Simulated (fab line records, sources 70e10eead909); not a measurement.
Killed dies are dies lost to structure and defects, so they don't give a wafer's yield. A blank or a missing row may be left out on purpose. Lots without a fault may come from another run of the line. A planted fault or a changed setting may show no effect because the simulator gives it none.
Which tool did it? | flow nand_harc | 24 lots, 72 wafers sampled, at 5 steps of a route of 1159

WHAT THE GAUGES READ, wafer by wafer
NHARC_A_BLC_CD_MEAS_19.
lot  | measured     | on        | cd_nm (nm)
L074 | day 17 07:23 | cd_sem-01 | 99.0 99.1 98.1
L075 | day 17 16:14 | cd_sem-01 | 99.0 96.7 101.1
L076 | day 17 19:55 | cd_sem-01 | 99.4 101.2 97.1
L077 | day 17 20:47 | cd_sem-02 | 96.3 101.9 96.4
L078 | day 19 00:00 | cd_sem-03 | 97.3 100.7 99.1
L079 | day 19 01:47 | cd_sem-03 | 97.5 95.3 92.3
L080 | day 19 10:49 | cd_sem-03 | 97.1 99.1 98.9
L082 | day 19 13:11 | cd_sem-01 | 95.9 101.7 96.6
L081 | day 19 13:52 | cd_sem-03 | 96.0 96.0 100.3
L083 | day 20 00:12 | cd_sem-02 | 94.1 96.8 98.0
L084 | day 20 06:10 | cd_sem-02 | 98.5 99.4 100.9
L087 | day 20 11:08 | cd_sem-01 | 98.9 98.7 101.6
L085 | day 20 17:13 | cd_sem-03 | 99.6 102.7 100.6
L086 | day 20 21:40 | cd_sem-03 | 100.3 98.4 99.3
L088 | day 20 23:47 | cd_sem-01 | 96.6 96.3 95.6
L089 | day 21 00:25 | cd_sem-01 | 99.2 98.2 102.1
L091 | day 21 17:05 | cd_sem-01 | 99.3 95.6 99.3
L090 | day 21 21:23 | cd_sem-03 | 97.8 98.8 99.2
L092 | day 22 05:08 | cd_sem-01 | 96.0 101.9 102.2
L094 | day 22 11:59 | cd_sem-01 | 96.8 98.8 96.2
L096 | day 22 14:49 | cd_sem-03 | 99.1 103.5 98.8
L095 | day 22 20:07 | cd_sem-01 | 98.3 100.2 98.5
L093 | day 22 20:19 | cd_sem-01 | 106.2 97.7 98.0
L097 | day 23 13:31 | cd_sem-01 | 98.3 100.1 98.7

NHARC_A_BLC_INSPECT_28.
lot  | measured     | on                | raw_defect_count
L074 | day 17 09:25 | defect_inspect-01 | 372 338 401
L075 | day 17 20:36 | defect_inspect-02 | 560 699 578
L076 | day 17 23:40 | defect_inspect-02 | 348 577 397
L077 | day 18 00:08 | defect_inspect-01 | 429 542 612
L078 | day 19 06:25 | defect_inspect-02 | 380 441 533
L079 | day 19 08:09 | defect_inspect-01 | 477 425 395
L080 | day 19 12:50 | defect_inspect-02 | 527 399 686
L082 | day 19 18:44 | defect_inspect-01 | 316 446 445
L081 | day 19 18:49 | defect_inspect-01 | 429 254 481
L083 | day 20 04:02 | defect_inspect-01 | 551 784 568
L084 | day 20 09:52 | defect_inspect-01 | 362 330 306
L087 | day 20 13:11 | defect_inspect-01 | 436 362 563
L085 | day 20 19:13 | defect_inspect-01 | 319 437 413
L086 | day 20 23:43 | defect_inspect-01 | 406 336 425
L088 | day 21 09:55 | defect_inspect-01 | 787 588 641
L089 | day 21 10:21 | defect_inspect-01 | 549 606 477
L091 | day 21 21:07 | defect_inspect-02 | 480 368 342
L090 | day 22 03:55 | defect_inspect-02 | 619 570 464
L092 | day 22 09:44 | defect_inspect-02 | 427 427 508
L094 | day 22 17:30 | defect_inspect-02 | 325 383 379
L096 | day 22 18:35 | defect_inspect-01 | 389 394 341
L095 | day 23 00:04 | defect_inspect-01 | 283 347 333
L093 | day 23 00:29 | defect_inspect-02 | 526 537 511
L097 | day 23 15:32 | defect_inspect-01 | 528 357 474

WHICH TOOL RAN EACH LOT (tool, then ch and the chambers of the sampled wafers, then the start)
lot  | NHARC_A_CONTACT_ETCH_134             | NHARC_A_CONTACT_CMP_20        | NHARC_A_BLC_STRIP_29
L074 | har_cap_etch-01 ch 1, day 17 00:09   | cmp-01 ch 1,2, day 17 05:19   | rie_diel-13 ch 2,3, day 17 07:28
L075 | har_cap_etch-01 ch 0,1, day 17 05:49 | cmp-01 ch 0,3, day 17 14:10   | rie_diel-13 ch 1,2,3, day 17 16:19
L076 | har_cap_etch-02 ch 0,1, day 17 08:20 | cmp-01 ch 1,2, day 17 17:52   | rie_diel-13 ch 1,2, day 17 20:01
L077 | har_cap_etch-03 ch 0,1, day 17 09:53 | cmp-01 ch 0,1,3, day 17 18:43 | rie_diel-02 ch 1,2,3, day 17 20:52
L078 | har_cap_etch-02 ch 0,1, day 18 14:29 | cmp-01 ch 0,1,3, day 18 22:00 | rie_diel-02 ch 0,1,2, day 19 00:06
L079 | har_cap_etch-01 ch 0,1, day 18 17:40 | cmp-04 ch 0,3, day 18 23:11   | rie_diel-13 ch 1,2, day 19 01:52
L080 | har_cap_etch-03 ch 0,1, day 19 00:10 | cmp-04 ch 1,2,3, day 19 08:34 | rie_diel-13 ch 0,2, day 19 10:55
L082 | har_cap_etch-02 ch 0,1, day 19 01:10 | cmp-04 ch 1,3, day 19 11:04   | rie_diel-13 ch 0,1, day 19 13:17
L081 | har_cap_etch-03 ch 0,1, day 19 03:53 | cmp-03 ch 1,2, day 19 11:49   | rie_diel-13 ch 0,1,2, day 19 13:59
L083 | har_cap_etch-03 ch 0,1, day 19 18:58 | cmp-04 ch 2,3, day 19 22:17   | rie_diel-02 ch 1,2, day 20 00:16
L084 | har_cap_etch-03 ch 0,1, day 19 22:34 | cmp-01 ch 1,2,3, day 20 04:01 | rie_diel-13 ch 0,1,3, day 20 06:14
L087 | har_cap_etch-02 ch 0,1, day 20 02:53 | cmp-03 ch 0,2,3, day 20 09:04 | rie_diel-02 ch 0,1,2, day 20 11:13
L085 | har_cap_etch-01 ch 1, day 20 11:22   | cmp-04 ch 0,1,2, day 20 15:09 | rie_diel-02 ch 1,3, day 20 17:17
L086 | har_cap_etch-01 ch 0,1, day 20 15:25 | cmp-04 ch 0,1,2, day 20 19:39 | rie_diel-02 ch 1,2,3, day 20 21:46
L088 | har_cap_etch-02 ch 0,1, day 20 18:22 | cmp-01 ch 1,2,3, day 20 21:43 | rie_diel-02 ch 0,2,3, day 20 23:52
L089 | har_cap_etch-01 ch 0,1, day 20 18:35 | cmp-01 ch 0,3, day 20 22:26   | rie_diel-02 ch 0,3, day 21 00:29
L091 | har_cap_etch-03 ch 0,1, day 21 00:07 | cmp-01 ch 1,2,3, day 21 15:11 | rie_diel-02 ch 0,1, day 21 17:09
L090 | har_cap_etch-02 ch 0,1, day 21 06:11 | cmp-01 ch 0,2, day 21 19:19   | rie_diel-02 ch 1,2,3, day 21 21:28
L092 | har_cap_etch-03 ch 0,1, day 21 19:39 | cmp-04 ch 0,1,3, day 22 03:09 | rie_diel-13 ch 0,2,3, day 22 05:12
L094 | har_cap_etch-03 ch 0,1, day 22 04:26 | cmp-01 ch 0,1,3, day 22 09:55 | rie_diel-02 ch 1,2, day 22 12:04
L096 | har_cap_etch-02 ch 0, day 22 09:26   | cmp-01 ch 0,1,2, day 22 12:46 | rie_diel-13 ch 0,1,2, day 22 14:55
L095 | har_cap_etch-01 ch 0,1, day 22 10:44 | cmp-01 ch 1,2,3, day 22 17:52 | rie_diel-13 ch 0,3, day 22 20:11
L093 | har_cap_etch-03 ch 0,1, day 22 12:17 | cmp-04 ch 0,1,3, day 22 17:52 | rie_diel-02 ch 0,2,3, day 22 20:24
L097 | har_cap_etch-02 ch 0,1, day 23 02:21 | cmp-03 ch 0,2,3, day 23 11:21 | rie_diel-02 ch 1,2,3, day 23 13:36
- NHARC_A_CONTACT_ETCH_134: etches the open film in C4F8/O2/Ar, time 140 s, target depth 700 nm.
- NHARC_A_CONTACT_CMP_20: polishes, t overpolish 30 s, target thk 300 nm.
- NHARC_A_BLC_STRIP_29: strips in CF4.

WHAT THE TOOLS THEMSELVES READ (means of the sampled wafers that have a number; where no wafer has one, the mark that the record gives instead)
NHARC_A_CONTACT_CMP_20.
lot  | tool   | motor_current_A (A) | overpolish_run_s (s) | time_to_endpoint_s (s)
L074 | cmp-01 | 10.8                | 29.997               | 64
L075 | cmp-01 | 12.1                | 30.008               | 64
L076 | cmp-01 | 11.5                | 30.004               | 58
L077 | cmp-01 | 12.5                | 29.998               | 64
L078 | cmp-01 | 12.1                | 29.992               | 60
L079 | cmp-04 | 11.4                | 30.009               | 58
L080 | cmp-04 | 11.8                | 30.008               | 60
L082 | cmp-04 | 11.7                | 29.993               | 59
L081 | cmp-03 | 13.2                | 29.995               | 63
L083 | cmp-04 | 11.8                | 29.996               | 60
L084 | cmp-01 | 11.2                | 30.003               | 63
L087 | cmp-03 | 13.1                | 30.001               | 59
L085 | cmp-04 | 11.4                | 29.996               | 61
L086 | cmp-04 | 11.5                | 29.992               | 62
L088 | cmp-01 | 11.4                | 29.995               | 66
L089 | cmp-01 | 13.1                | 29.999               | 68
L091 | cmp-01 | 11.6                | 30.002               | 61
L090 | cmp-01 | 12.2                | 30.006               | 61
L092 | cmp-04 | 11.6                | 30.001               | 58
L094 | cmp-01 | 12.3                | 29.996               | 65
L096 | cmp-01 | 11.9                | 29.994               | 59
L095 | cmp-01 | 11.5                | 29.991               | 63
L093 | cmp-04 | 11.7                | 29.994               | 64
L097 | cmp-03 | 13.1                | 29.987               | 61

NHARC_A_BLC_STRIP_29.
lot  | tool        | drypump_motor_current_A (A) | oes_product_au (a.u.) | rf_vpp_V (V) | showerhead_plenum_p_Torr (Torr) | throttle_valve_pct (%)
L074 | rie_diel-13 | 5.5                         | 1.000                 | 58.8         | 1.70                            | 13.277
L075 | rie_diel-13 | 5.4                         | 1.005                 | 59.6         | 1.70                            | 13.277
L076 | rie_diel-13 | 5.7                         | 1.002                 | 58.0         | 1.69                            | 13.291
L077 | rie_diel-02 | 5.5                         | 1.008                 | 58.9         | 1.66                            | 13.283
L078 | rie_diel-02 | 5.5                         | 1.004                 | 58.9         | 1.74                            | 13.287
L079 | rie_diel-13 | 5.7                         | 1.007                 | 59.3         | 1.69                            | 13.280
L080 | rie_diel-13 | 6.2                         | 1.002                 | 58.8         | 1.77                            | 13.282
L082 | rie_diel-13 | 5.5                         | 1.016                 | 59.1         | 1.74                            | 13.285
L081 | rie_diel-13 | 5.8                         | 1.009                 | 59.1         | 1.73                            | 13.282
L083 | rie_diel-02 | 5.6                         | 1.003                 | 60.1         | 1.66                            | 13.279
L084 | rie_diel-13 | 5.5                         | 1.001                 | 59.9         | 1.74                            | 13.291
L087 | rie_diel-02 | 5.5                         | 1.004                 | 58.7         | 1.74                            | 13.290
L085 | rie_diel-02 | 5.4                         | 0.999                 | 58.6         | 1.66                            | 13.292
L086 | rie_diel-02 | 5.5                         | 1.002                 | 57.8         | 1.66                            | 13.277
L088 | rie_diel-02 | 5.2                         | 1.006                 | 60.0         | 1.73                            | 13.282
L089 | rie_diel-02 | 5.1                         | 1.008                 | 59.5         | 1.80                            | 13.289
L091 | rie_diel-02 | 5.4                         | 1.005                 | 59.3         | 1.81                            | 13.281
L090 | rie_diel-02 | 5.5                         | 1.011                 | 57.8         | 1.66                            | 13.284
L092 | rie_diel-13 | 5.8                         | 0.993                 | 59.4         | 1.73                            | 13.276
L094 | rie_diel-02 | 5.8                         | 1.014                 | 58.8         | 1.66                            | 13.284
L096 | rie_diel-13 | 5.8                         | 0.994                 | 58.3         | 1.72                            | 13.280
L095 | rie_diel-13 | 5.6                         | 0.994                 | 58.7         | 1.74                            | 13.288
L093 | rie_diel-02 | 5.2                         | 1.002                 | 60.2         | 1.73                            | 13.288
L097 | rie_diel-02 | 5.5                         | 1.012                 | 59.2         | 1.66                            | 13.284

THE ANSWER, worked out from the rows above alone
Rule: what is usual is taken from the lots themselves. Put in order of their means at a reading, lots are off if they are a third of the lots or fewer, leave a main group of 4 or more, and stand apart from it by a gap of 3 or more times the standard deviation of the main group's means; of several such gaps the widest counts. A main group whose means are all the same, to the digits that the tables above print for the reading, isn't used. A lot without any number at a reading at which 4 lots or more have one is off too. The other lots that the step has rows for count as sound. The gauges are gone through in route order, then the tools' own readings, and for those a lot's mean is taken as printed above. The first step at which some lot is off is used, and at that step the reading that is off furthest; a lot without a number counts as furthest.
No lot is off at any reading shown: from this, nothing can be told.

WHAT THE SIMULATOR HAD PUT IN
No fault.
